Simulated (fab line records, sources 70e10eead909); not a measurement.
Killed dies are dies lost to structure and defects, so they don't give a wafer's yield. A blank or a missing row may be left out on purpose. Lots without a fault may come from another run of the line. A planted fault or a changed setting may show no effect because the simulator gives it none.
Chamber matching | flow nand_harc | NHARC_A_WL_FILL_ALD_00 on ald_hk-04: 4 sister chambers
The step deposits Al2O3, target thk 3 nm, pulse time 3 s, ald cycles 30. 8 wafers are shown with their chamber, then 7 later ones without.

WAFERS WITH THEIR CHAMBER
wafer  | chamber | heater_power_w (W) | precursor_pulse_height_rel
L083.2 | 0       | 528                | 1.018
L083.5 | 3       | 471                | 1.003
L083.6 | 2       | 370                | 1.013
L085.2 | 1       | 502                | 0.998
L085.5 | 1       | 520                | 1.000
L085.6 | 2       | 376                | 1.013
L085.1 | 0       | 514                | 1.031
L085.3 | 3       | 465                | 1.003

WAFERS WITHOUT THEIR CHAMBER
wafer  | heater_power_w (W) | precursor_pulse_height_rel
L085.4 | 373                | 1.005
L094.2 | 489                | 1.001
L094.3 | 529                | 0.980
L094.4 | 390                | 1.025
L096.4 | 488                | 1.003
L096.5 | 372                | 1.010
L096.6 | 494                | 1.024

WHICH CHAMBER EACH WENT THROUGH
wafer  | from the rows above     | in truth
L085.4 | 2                       | 2
L094.2 | can't be placed: 3 or 1 | 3
L094.3 | 1                       | 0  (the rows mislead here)
L094.4 | 2                       | 2
L096.4 | can't be placed: 3 or 1 | 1
L096.5 | 2                       | 2
L096.6 | 0                       | 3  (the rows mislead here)
Placed correctly: 3 of 7. Can't be placed from these rows: 2 (the true chamber is among the candidates in 2). Placed wrongly: 2.
How it was worked out, from the rows above alone: a wafer's distance from a chamber is the root of the sum, over the readings, of the square of ((its reading less the chamber's mean) divided by the reading's scatter). The wafer belongs to the nearest chamber; if the next one is less than 2 further off, it can't be placed. A chamber's mean is the mean of its shown wafers. The scatter: the root of (the sum of the squares of (reading less its chamber's mean) over the shown wafers, divided by (wafers less chambers)).
